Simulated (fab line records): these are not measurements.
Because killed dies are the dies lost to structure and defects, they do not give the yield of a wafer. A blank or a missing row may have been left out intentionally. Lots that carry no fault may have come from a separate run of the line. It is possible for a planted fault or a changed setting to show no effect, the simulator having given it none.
Chamber matching	flow nand_harc	NHARC_A_ONON_D2_DEP_33 on pecvd-02 has 3 sister chambers
The step deposits SiO2, target thk 200 nm. 30 wafers are shown with their chamber, then 12 later ones without.

WAFERS PAIRED WITH THEIR CHAMBERS
wafer	chamber	heater_power_w (W)	throttle_valve_pct (%)
L074.1	0	598	15.4
L074.5	1	463	16.4
L074.6	2	404	16.3
L074.2	2	396	16.4
L074.3	1	464	16.2
L074.4	0	571	15.7
L077.1	0	609	15.6
L077.3	1	471	16.4
L077.4	0	615	15.6
L080.2	0	603	15.5
L080.4	0	599	15.6
L080.5	0	596	15.5
L080.1	1	486	16.4
L080.3	1	518	16.5
L080.6	1	526	16.7
L082.1	0	592	15.7
L082.2	1	507	16.4
L082.5	1	509	16.5
L083.2	1	502	16.7
L083.4	2	414	17.0
L083.5	1	503	16.5
L087.1	1	502	16.6
L087.3	2	434	16.2
L087.6	2	430	16.2
L091.1	0	614	15.6
L091.3	1	522	16.6
L091.5	0	605	15.4
L092.2	1	456	16.5
L092.4	0	575	15.7
L092.6	1	475	16.4

SIGNATURES, as means of the wafers listed above
reading	chamber 0	chamber 1	chamber 2	scatter within a chamber
heater_power_w	597.91	493.14	415.60	19.6
throttle_valve_pct	15.573	16.486	16.420	0.173
Rule: distance of a wafer from a chamber = root of the sum over the readings of ((wafer's reading minus chamber's mean) / reading's scatter) squared. If the next closest chamber is less than 2 further off than the closest, the wafer can't be placed; otherwise it belongs to the closest. How the scatter is found: for the shown wafers, subtract from each reading the mean of its chamber, square and add these, divide the total by (wafers less chambers), then take the root.

WAFERS WITH NO CHAMBER GIVEN
wafer	heater_power_w (W)	throttle_valve_pct (%)
L093.3	508	16.5
L093.5	512	16.8
L093.6	456	16.4
L097.2	518	16.3
L097.3	442	16.5
L097.4	459	16.4
L097.1	576	15.3
L097.5	584	15.7
L097.6	526	16.5
L095.1	575	15.4
L095.3	501	16.4
L095.5	405	16.4

WHICH CHAMBER EACH WENT THROUGH
wafer	from the rows above	in truth
L093.3	1	1
L093.5	1	1
L093.6	can't be placed: 1 or 2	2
L097.2	1	1
L097.3	can't be placed: 2 or 1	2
L097.4	can't be placed: 1 or 2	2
L097.1	0	0
L097.5	0	0
L097.6	1	1
L095.1	0	0
L095.3	1	1
L095.5	2	2
Placed correctly: 9 of 12. Unplaceable from these rows: 3, with the true chamber sitting among the candidates in 3. Number placed wrongly: 0.
